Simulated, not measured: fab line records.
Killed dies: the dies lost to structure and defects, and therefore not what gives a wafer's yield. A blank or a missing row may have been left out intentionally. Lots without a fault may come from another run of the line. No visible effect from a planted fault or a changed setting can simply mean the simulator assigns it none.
fab line records -- flow n5-finfet
[record] lots = 5, wafers = 15, last-day = 17
route steps=1938 shown BEOL_M5@1142 PASSIVATION@1936
lots that met no fault: from a run of the same line without faults
start-h: start of the lot's first displayed wafer, in hours after the record's first day -- wait-h: how many hours have passed since the lot's step before this one -- " unchanged from the row above -- L1.1+2: a row that stands for several wafers -- - either no value or no given start -- * or withheld: withheld -- < > ~ a bound
route shown NAME@n: names a module that has steps shown in the file, with the first one's number in the route -- usual: average and standard deviation across the fault-free wafers -- same: alike in all rows -- chamber/n: place in a boat -- sites: each site's reading -- _std_site: how widely they spread, as a standard deviation -- _edge_site: the outer-site mean with the inner-site mean subtracted -- radius-mm: how far each site lies from the wafer's centre -- mask NAME#n: copy n -- behind: the last tool/chamber to shape the wafer -- hold: reason for holding the lot/hours on hold/outcome of the hold -- device: the transistor (n, p or np) that didn't switch -- end of line: the same wafers' tests at the end of the route -- a step given without rows: its recipe and nothing more -- killed: dies lost to structure and defects at the first sort, not the wafer's yield -- map: the dies of a wafer, with x for killed, . for not killed, _ for no die there
set.NAME: setting as actually run; set.NAME@STEP: the setting as run at that earlier step -- model.NAME: the simulator's own value behind a step, which no gauge read
lots at some steps of the route; a table a step, a row a wafer
services: a tool's chamber out of use, with start hour (start-h, from the record's first day; less than 0 if before it), hours out, and reason
[[steps]]
[step N5_BEOL_M5_COAT_22]
[recipe] resist = CAR-EUV, spin-rpm = 1500, resist-thk-nm = 30
[step N5_BEOL_M5_EBR_24]
[recipe] solvent = PGMEA, ebr-width-mm = 1.5
[step N5_BEOL_M5_SOFTBAKE_23]
[recipe] temp-c = 110, time-s = 60, resist = CAR-EUV
[step N5_BEOL_M5_EXPOSE_25]
[recipe] mask-id = V4, na = 0.33, source-shape = quasar, sigma-inner = 0.2, sigma-outer = 0.6, polarization = unpolarized, defocus-nm = 10, dose-mj = 52.75
[step N5_BEOL_M5_PEB_26]
[recipe] peb-temp-c = 100, peb-time-s = 60, resist = CAR-EUV
[step N5_BEOL_M5_DEVELOP_27]
[recipe] develop-time-s = 30, developer = TMAH, resist = CAR-EUV, rinse-liquid = surfactant-rinse, dry = air-spin, dev-temp-c = 23
[step N5_BEOL_M5_CD_MEAS_28]
[recipe] target-cd-nm = 30.6, landing-energy-ev = 500, detector = se-inlens, target-cd-y-nm = 20, polarity = opening
[usual] cd-nm = 30.56/0.23
lot.wafer,tool,chamber,start-h,wait-h,cd-nm
L313.3,cd-sem-03,0,197.15,-,30.48
L313.4,cd-sem-03,0,197.15,-,30.55
L313.5,cd-sem-03,0,197.15,-,30.71
L319.3,cd-sem-02,0,228.22,-,30.62
L319.4,cd-sem-02,0,228.22,-,30.04
L319.6,cd-sem-02,0,228.22,-,30.25
L330.1,cd-sem-03,0,277.85,-,30.60
L330.3,cd-sem-03,0,277.85,-,30.25
L330.6,cd-sem-03,0,277.85,-,30.83
L329.1,cd-sem-01,0,285.44,-,30.75
L329.3,cd-sem-01,0,285.44,-,30.46
L329.5,cd-sem-01,0,285.44,-,30.44
L334.1,cd-sem-02,0,313.63,-,31.00
L334.4,cd-sem-02,0,313.63,-,30.78
L334.6,cd-sem-02,0,313.63,-,30.78
[step N5_BEOL_M5_OVL_MEAS_29]
[recipe] points-per-wafer = 522
[usual] V4_OVL = -0.5/0.82
lot.wafer,tool,chamber,start-h,wait-h,V4_OVL[nm]
L313.3,overlay-01,0,197.19,0.0,-0.8
L313.4,overlay-01,0,197.19,0.0,-0.7
L313.5,overlay-01,0,197.19,0.0,-0.8
L319.3,overlay-02,0,228.26,0.0,-0.7
L319.4,overlay-02,0,228.26,0.0,-0.8
L319.6,overlay-02,0,228.26,0.0,-1.8
L330.1,overlay-01,0,277.88,0.0,-1.6
L330.3,overlay-01,0,277.88,0.0,-1.3
L330.6,overlay-01,0,277.88,0.0,-1.2
L329.1,overlay-02,0,285.47,0.0,0.1
L329.3,overlay-02,0,285.47,0.0,0.4
L329.5,overlay-02,0,285.47,0.0,-0.5
L334.1,overlay-01,0,313.66,0.0,0.3
L334.4,overlay-01,0,313.66,0.0,-0.8
L334.6,overlay-01,0,313.66,0.0,-0.9
[step N5_BEOL_M5_INSPECT_30]
[recipe] mode = adi, inspect-instrument = brightfield
[usual] raw-defect-count = 474/110
lot.wafer,tool,chamber,start-h,wait-h,raw-defect-count
L313.3,defect-inspect-01,-,197.24,0.0,284
L313.4,defect-inspect-01,-,197.24,0.0,485
L313.5,defect-inspect-01,-,197.24,0.0,383
L319.3,defect-inspect-01,-,228.31,0.0,400
L319.4,defect-inspect-01,-,228.31,0.0,372
L319.6,defect-inspect-01,-,228.31,0.0,446
L330.1,defect-inspect-01,-,277.94,0.1,458
L330.3,defect-inspect-01,-,277.94,0.1,531
L330.6,defect-inspect-01,-,277.94,0.1,494
L329.1,defect-inspect-02,-,285.52,0.1,533
L329.3,defect-inspect-02,-,285.52,0.1,522
L329.5,defect-inspect-02,-,285.52,0.1,602
L334.1,defect-inspect-02,-,313.72,0.1,508
L334.4,defect-inspect-02,-,313.72,0.1,567
L334.6,defect-inspect-02,-,313.72,0.1,539
[step N5_BEOL_M5_DESCUM_33]
[recipe] chemistry = O2, time-s = 7, source-power-w = 50, bias-power-w = 20, pressure-mtorr = 20, rf-frequency-hz = 2.712e+07, temp-c = 40, resist = CAR-EUV, o2-flow-sccm = 225
[usual] drypump-motor-current-A = 5.8/0.58, oes-product-au = 0.77/0.087, rf-vpp-V = 243.0/1.3, showerhead-plenum-p-Torr = 2.08/0.065, throttle-valve-pct = 20.4/0.34
lot.wafer,tool,chamber,start-h,wait-h,drypump-motor-current-A,oes-product-au,rf-hours-counter-h,rf-vpp-V,showerhead-plenum-p-Torr,throttle-valve-pct
L313.3,rie-diel-02,0,197.27,0.0,5.7,0.69,227,244.0,2.17,21.1
L313.4,rie-diel-02,1,197.27,0.0,6.5,0.69,207,245.0,2.16,20.6
L313.5,rie-diel-02,0,197.27,0.0,5.7,0.69,-,244.4,2.17,21.1
L319.3,rie-diel-04,2,228.48,0.2,5.2,0.73,163,243.0,2.10,20.2
L319.4,rie-diel-04,3,228.48,0.2,6.2,0.72,219,242.5,2.05,20.2
L319.6,rie-diel-04,1,228.48,0.2,5.3,0.81,-,242.5,2.02,20.1
L330.1,rie-diel-02,1,277.97,0.0,6.6,0.68,233,244.1,2.15,20.7
L330.3,rie-diel-02,2,277.97,0.0,4.6,0.89,32,243.5,2.14,20.3
L330.6,rie-diel-02,2,277.97,0.0,4.7,0.88,-,243.8,2.14,20.3
L329.1,rie-diel-02,1,286.20,0.7,6.6,0.67,236,241.7,2.15,20.7
L329.3,rie-diel-02,3,286.20,0.7,6.6,0.83,82,240.8,2.02,20.0
L329.5,rie-diel-02,1,286.20,0.7,6.6,0.67,-,244.9,2.15,20.7
L334.1,rie-diel-03,2,313.86,0.1,5.6,0.69,242,243.4,2.08,20.9
L334.4,rie-diel-03,0,313.86,0.1,5.1,0.94,12,241.2,2.06,20.5
L334.6,rie-diel-03,1,313.86,0.1,6.3,0.92,-,245.0,2.14,19.8
[step N5_BEOL_M5_ETCH_75]
[recipe] chemistry = N2/H2, target = underlayer, target-depth-a = 65, mask-material = CAR-EUV, time-s = 5.2, ion-energy-ev = 200, pressure-mtorr = 30, source-w = 840, bias-w = 150, n2-flow-sccm = 200, h2-flow-sccm = 200, ends = cleared
[usual] bias-w = 150.0/0.43, drypump-motor-current-A = 5.8/0.58, etch-rf-on-time-s = 5.22/0.11, oes-product-au = 0.66/0.075, rf-vpp-V = 523.3/2.4, showerhead-plenum-p-Torr = 2.53/0.077, throttle-valve-pct = 17.8/0.31
lot.wafer,tool,chamber,start-h,wait-h,bias-w,drypump-motor-current-A,etch-rf-on-time-s,oes-product-au,rf-hours-counter-h,rf-vpp-V,showerhead-plenum-p-Torr,throttle-valve-pct
L313.3,rie-diel-02,0,197.31,0.0,149.8,5.7,5.38,0.59,227,523.5,2.63,18.6
L313.4,rie-diel-02,1,197.31,0.0,149.8,6.6,5.34,0.58,207,526.3,2.64,18.2
L313.5,rie-diel-02,0,197.31,0.0,149.9,5.8,5.33,0.59,-,525.0,2.63,18.5
L319.3,rie-diel-04,2,228.51,0.0,149.5,5.2,5.30,0.64,163,523.1,2.53,17.6
L319.4,rie-diel-04,3,228.51,0.0,148.5,6.2,5.23,0.60,219,524.0,2.50,17.8
L319.6,rie-diel-04,1,228.51,0.0,150.2,5.3,5.21,0.70,-,520.4,2.46,17.6
L330.1,rie-diel-02,1,278.01,0.0,149.8,6.6,5.33,0.57,233,525.9,2.63,18.2
L330.3,rie-diel-02,2,278.01,0.0,149.4,4.7,5.07,0.76,32,525.8,2.59,17.7
L330.6,rie-diel-02,2,278.01,0.0,149.9,4.7,5.13,0.76,-,525.5,2.59,17.7
L329.1,rie-diel-02,1,286.23,0.0,150.8,6.6,5.28,0.57,236,526.2,2.62,18.2
L329.3,rie-diel-02,3,286.23,0.0,150.2,6.6,5.03,0.71,82,523.7,2.45,17.3
L329.5,rie-diel-02,1,286.23,0.0,149.8,6.6,5.36,0.57,-,525.4,2.63,18.2
L334.1,rie-diel-03,2,313.90,0.0,149.5,5.6,5.13,0.61,242,522.3,2.49,18.1
L334.4,rie-diel-03,0,313.90,0.0,150.1,5.1,5.14,0.79,12,520.8,2.48,17.8
L334.6,rie-diel-03,1,313.90,0.0,150.4,6.3,5.13,0.80,-,525.6,2.60,17.3
[step N5_BEOL_M5_ETCH_67]
[recipe] chemistry = CF4, target = SiARC, target-depth-a = 156, mask-material = CAR-EUV, time-s = 26, ion-energy-ev = 80, pressure-mtorr = 40, source-w = 545, bias-w = 36, Ar_flow_sccm = 100, cf4-flow-sccm = 100, ends = cleared
[usual] bias-w = 36.00/0.1, drypump-motor-current-A = 5.8/0.58, etch-rf-on-time-s = 26.1/0.45, oes-product-au = 0.66/0.074, rf-vpp-V = 184.0/1.1, showerhead-plenum-p-Torr = 2.13/0.062, throttle-valve-pct = 15.6/0.31
lot.wafer,tool,chamber,start-h,wait-h,bias-w,drypump-motor-current-A,etch-rf-on-time-s,oes-product-au,rf-hours-counter-h,rf-vpp-V,showerhead-plenum-p-Torr,throttle-valve-pct
L313.3,rie-diel-02,0,197.32,0.0,36.10,5.7,26.5,0.60,227,183.7,2.21,16.3
L313.4,rie-diel-02,1,197.32,0.0,36.10,6.6,26.4,0.59,207,185.8,2.20,15.8
L313.5,rie-diel-02,0,197.32,0.0,35.99,5.7,27.0,0.59,-,184.4,2.21,16.3
L319.3,rie-diel-04,2,228.53,0.0,36.02,5.2,26.6,0.62,163,183.4,2.13,15.3
L319.4,rie-diel-04,3,228.53,0.0,35.93,6.2,26.2,0.61,219,182.5,2.12,15.7
L319.6,rie-diel-04,1,228.53,0.0,36.04,5.3,26.1,0.70,-,183.6,2.07,15.2
L330.1,rie-diel-02,1,278.02,0.0,36.17,6.6,26.7,0.57,233,185.9,2.19,15.9
L330.3,rie-diel-02,2,278.02,0.0,36.04,4.6,25.7,0.75,32,186.3,2.20,15.5
L330.6,rie-diel-02,2,278.02,0.0,36.02,4.7,25.5,0.76,-,186.0,2.20,15.5
L329.1,rie-diel-02,1,286.25,0.0,36.10,6.6,26.6,0.57,236,185.0,2.19,15.9
L329.3,rie-diel-02,3,286.25,0.0,36.08,6.6,25.8,0.70,82,183.2,2.09,15.3
L329.5,rie-diel-02,1,286.25,0.0,36.13,6.6,26.7,0.57,-,185.3,2.19,15.9
L334.1,rie-diel-03,2,313.91,0.0,36.09,5.6,26.4,0.61,242,184.3,2.11,16.0
L334.4,rie-diel-03,0,313.91,0.0,35.95,5.1,25.7,0.79,12,183.6,2.12,15.6
L334.6,rie-diel-03,1,313.91,0.0,36.00,6.3,25.6,0.79,-,183.8,2.19,15.0
[step N5_BEOL_M5_ETCH_68]
[recipe] chemistry = N2/H2, target = SOC, target-depth-a = 800, overetch-a = 160, mask-material = SiARC, temp-c = 40, time-s = 120, ion-energy-ev = 200, pressure-mtorr = 30, source-w = 840, bias-w = 150, n2-flow-sccm = 200, h2-flow-sccm = 200
[usual] bias-w = 150.0/0.46, drypump-motor-current-A = 5.8/0.58, oes-product-au = 0.59/0.062, rf-vpp-V = 523.5/2.2, run-length-s = 143.2/0.48, showerhead-plenum-p-Torr = 2.53/0.077, throttle-valve-pct = 17.8/0.31
lot.wafer,tool,chamber,start-h,wait-h,bias-w,drypump-motor-current-A,oes-product-au,rf-hours-counter-h,rf-vpp-V,run-length-s,showerhead-plenum-p-Torr,throttle-valve-pct,model.SiARC_of_BEOL_M5_COAT_66.thk-nm,model.BEOL_M5.cd-nm
L313.3,rie-diel-02,0,197.35,0.0,149.0,5.8,0.54,227,526.2,143.4,2.63,18.5,6.8,27.8
L313.4,rie-diel-02,1,197.35,0.0,150.4,6.6,0.53,207,527.0,143.2,2.64,18.1,6.6,27.2
L313.5,rie-diel-02,0,197.35,0.0,149.0,5.7,0.53,-,524.2,143.5,2.63,18.5,6.8,27.8
L319.3,rie-diel-04,2,228.56,0.0,150.1,5.2,0.51,163,523.2,170.7,2.53,17.5,5.4,28
L319.4,rie-diel-04,3,228.56,0.0,150.1,6.2,0.55,219,522.7,143.2,2.50,17.8,6.6,27.4
L319.6,rie-diel-04,1,228.56,0.0,149.2,5.3,0.63,-,521.3,143.7,2.46,17.6,6.4,27
L330.1,rie-diel-02,1,278.05,0.0,150.0,6.6,0.52,233,525.8,143.2,2.63,18.2,6.4,27.8
L330.3,rie-diel-02,2,278.05,0.0,149.9,4.6,0.67,32,525.3,142.9,2.59,17.6,6.4,28
L330.6,rie-diel-02,2,278.05,0.0,150.5,4.7,0.68,-,524.3,143.2,2.59,17.6,6.2,28.2
L329.1,rie-diel-02,1,286.28,0.0,149.9,6.6,0.52,236,527.3,143.5,2.62,18.2,6.4,28
L329.3,rie-diel-02,3,286.28,0.0,150.1,6.6,0.62,82,522.2,144.0,2.45,17.3,6.2,28
L329.5,rie-diel-02,1,286.28,0.0,149.9,6.5,0.51,-,525.0,143.1,2.62,18.2,6.6,28.2
L334.1,rie-diel-03,2,313.94,0.0,150.1,5.6,0.54,242,522.1,143.0,2.49,18.1,6.4,28.2
L334.4,rie-diel-03,0,313.94,0.0,149.9,5.1,0.71,12,521.6,143.0,2.48,17.7,6.2,28.4
L334.6,rie-diel-03,1,313.94,0.0,150.1,6.3,0.70,-,524.5,142.4,2.60,17.2,6.2,27.6
[step N5_BEOL_M5_STRIP_69]
[recipe] chemistry = N2/H2, temp-c = 40, n2-flow-sccm = 200, h2-flow-sccm = 200, rf-frequency-hz = 6e+07
[step N5_BEOL_M5_STRIP_76]
[recipe] chemistry = N2/H2, temp-c = 40, n2-flow-sccm = 200, h2-flow-sccm = 200, rf-frequency-hz = 6e+07
[step N5_BEOL_M5_VIA_ETCH_34]
[recipe] chemistry = C4F6/O2, target = SiCOH_lowk, target-depth-a = 883, mask-material = SOC, taper-deg = 4, time-s = 39.2, ion-energy-ev = 250, pressure-mtorr = 30, source-w = 345, bias-w = 185, Ar_flow_sccm = 300, C4F6_flow_sccm = 10, O2_flow_sccm = 10
[usual] O2_flow_sccm = 10.004/0.027, bias-w = 185.0/0.52, drypump-motor-current-A = 5.8/0.58, oes_ar_750_au = 0.77/0.081, oes-product-au = 0.77/0.087, rf-vpp-V = 668/12, run-length-s = 62.5/0.46, showerhead-plenum-p-Torr = 2.83/0.083, throttle-valve-pct = 20.8/0.31
lot.wafer,tool,chamber,start-h,wait-h,O2_flow_sccm,bias-w,drypump-motor-current-A,oes_ar_750_au,oes-product-au,rf-hours-counter-h,rf-vpp-V,run-length-s,showerhead-plenum-p-Torr,throttle-valve-pct,model.BEOL_M5.cd-nm
L313.3,rie-diel-02,0,197.45,0.0,10.025,185.1,5.8,0.70,0.69,227,641,63.2,2.93,21.5,27.8
L313.4,rie-diel-02,1,197.45,0.0,10.034,184.8,6.6,0.70,0.68,207,676,62.8,2.92,21.0,27.2
L313.5,rie-diel-02,0,197.45,0.0,10.035,185.1,5.7,0.70,0.69,-,645,62.6,2.93,21.5,27.8
L319.3,rie-diel-04,2,228.66,0.0,10.040,185.3,5.2,0.75,0.73,163,669,62.2,2.84,20.5,28
L319.4,rie-diel-04,3,228.66,0.0,9.983,185.8,6.3,0.71,0.72,219,667,62.9,2.83,20.9,27.4
L319.6,rie-diel-04,1,228.66,0.0,10.015,184.6,5.3,0.81,0.82,-,681,62.7,2.74,20.4,27.2
L330.1,rie-diel-02,1,278.15,0.0,9.977,184.7,6.6,0.68,0.67,233,674,62.3,2.90,21.0,27.8
L330.3,rie-diel-02,2,278.15,0.0,9.970,184.3,4.6,0.87,0.88,32,665,62.4,2.93,20.9,28
L330.6,rie-diel-02,2,278.15,0.0,9.979,184.5,4.7,0.88,0.88,-,665,62.2,2.93,20.9,28.2
L329.1,rie-diel-02,1,286.38,0.0,9.988,185.0,6.6,0.68,0.67,236,673,62.9,2.90,21.0,28
L329.3,rie-diel-02,3,286.38,0.0,9.993,185.8,6.6,0.82,0.83,82,673,63.5,2.78,20.6,28
L329.5,rie-diel-02,1,286.38,0.0,10.026,185.2,6.6,0.68,0.66,-,675,62.3,2.90,21.0,28.2
L334.1,rie-diel-03,2,314.04,0.0,9.990,185.4,5.6,0.71,0.71,242,672,62.2,2.80,21.2,28
L334.4,rie-diel-03,0,314.04,0.0,9.988,184.7,5.1,0.93,0.92,12,667,62.6,2.82,21.0,28.2
L334.6,rie-diel-03,1,314.04,0.0,9.992,185.2,6.3,0.91,0.92,-,676,61.8,2.90,20.3,27.6
[step N5_BEOL_M5_STRIP_85]
[recipe] chemistry = C4F6/O2, resist = SiARC, rf-frequency-hz = 6e+07
[step N5_PASSIVATION_PROBE_49]
[usual] defect-limited-yield = 91.4/1.4, killed_at_M0_to_M3 = 33/11, killed_at_M4_up = 13/5.3, killed-at-contacts = 13/6.1, killed-at-front-end = 40/11, killed-at-other = 2.9/2.7, killed-dies = 102/17, killed-open = 68/13, killed-short = 32/7.5, sort_bin_5_function = 5.1/0.98, sort_bin_6_memory = 3.2/0.69, sort-n-pass = 1077/21, sort-yield-pct = 91.3/1.7
[same] gross-dies = 1180, killed-at-back-side = 0, sort_bin_4_leakage[%] = 0, sort_bin_8_speed[%] = 0
lot.wafer,tool,chamber,start-h,wait-h,defect-limited-yield[%],killed_at_M0_to_M3,killed_at_M4_up,killed-at-contacts,killed-at-front-end,killed-at-other,killed-dies,killed-open,killed-short,sort_bin_5_function[%],sort_bin_6_memory[%],sort-n-pass,sort-yield-pct[%]
L313.3,prober-02,-,309.17,0.1,91.4,37,18,6,37,4,102,71,29,5.0,3.3,1078,91.4
L313.4,prober-02,-,309.22,0.2,92.9,32,8,10,32,2,84,59,23,3.8,3.0,1096,92.9
L313.5,prober-02,-,309.27,0.2,90.7,39,25,8,37,1,110,84,25,5.3,3.8,1070,90.7
L329.5,prober-01,-,399.78,0.2,92.8,27,10,16,26,6,85,56,27,4.7,2.2,1095,92.8
// killed by level:class
L313.3 DUMMY_GATE:geometric-particle:open=9 BEOL_M2:geometric-particle:open=9 BEOL_M4:geometric-particle:open=9 BEOL_M0_SAQP:geometric-particle:short=6 MOL_CONTACT_COAG:geometric-particle:open=6 BEOL_M1:geometric-particle:open=6 BEOL_M3:geometric-particle:open=6 STI_FIN_REVEAL:geometric-particle:open=5
L313.4 MOL_CONTACT_COAG:geometric-particle:open=9 BEOL_M1:geometric-particle:open=7 BEOL_M0_SAQP:geometric-particle:short=6 BEOL_M3:geometric-particle:open=6 GATE_CUT:geometric-particle:short=5 GATE_CUT:geometric-particle:open=5 BEOL_M4:geometric-particle:open=5 FIN_SAQP:geometric-particle:open=4
L313.5 BEOL_M4:geometric-particle:open=19 DUMMY_GATE:geometric-particle:open=13 BEOL_M1:geometric-particle:open=9 STI_FIN_REVEAL:geometric-particle:open=8 MOL_CONTACT_COAG:geometric-particle:open=8 BEOL_M0_SAQP:geometric-particle:short=7 STARTING-WAFER:geometric-particle:open=6 BEOL_M3:geometric-particle:open=5
L329.5 MOL_CONTACT_COAG:geometric-particle:open=11 BEOL_M0_SAQP:geometric-particle:open=8 BEOL_M4:geometric-particle:open=7 MOL_CONTACT_COAG:geometric-particle:short=5 STI_FIN_REVEAL:geometric-particle:open=4 STARTING-WAFER:geometric-particle:open=4 PASS1_CAP:geometric-particle:short=4 DUMMY_GATE:geometric-particle:open=3
[[services]]
tool,chamber,start-h,hours,kind
rie-diel-04,1,209.51,16.5,repair
rie-diel-02,0,238.33,5.8,repair
rie-diel-03,0,241.10,-,clean
rie-diel-03,0,241.10,-,consumable-replace:focus-ring
rie-diel-03,0,241.10,13.3,scheduled-down
rie-diel-03,0,241.10,13.3,vent-cycle
rie-diel-03,1,264.73,-,clean
rie-diel-03,1,264.73,-,consumable-replace:focus-ring
rie-diel-03,1,264.73,16.1,scheduled-down
rie-diel-03,1,264.73,16.1,vent-cycle
rie-diel-03,-,271.55,14.6,pm
rie-diel-02,0,274.53,-,clean
rie-diel-02,0,274.53,-,consumable-replace:focus-ring
rie-diel-02,0,274.53,14.8,scheduled-down
rie-diel-02,0,274.53,14.8,vent-cycle
[[key]]
[first-sign] step = N5_BEOL_M5_ETCH_68, reading = run-length-s, direction = up, sigmas = 57, usual = *, struck = *
effect none on later readings
[model-effect] step = N5_BEOL_M5_ETCH_68, value = SiARC_of_BEOL_M5_COAT_66.thk-nm, without = 6.6, struck = 5.4
[model-effect] step = N5_BEOL_M5_VIA_ETCH_34, value = BEOL_M5.cd-nm, without = 27.4, struck = 28
met-at N5_BEOL_M5_ETCH_68
struck-wafers L319.3
[fault] kind = process-parameter-drift, tool = rie-diel-04, chamber = -, onset-h = 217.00, steps = N5_BEOL_M5_ETCH_68, channel = time-s, offset = *, shape = step, end-h = 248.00, scope = struck-wafers-only, acts-in = *, stated = *
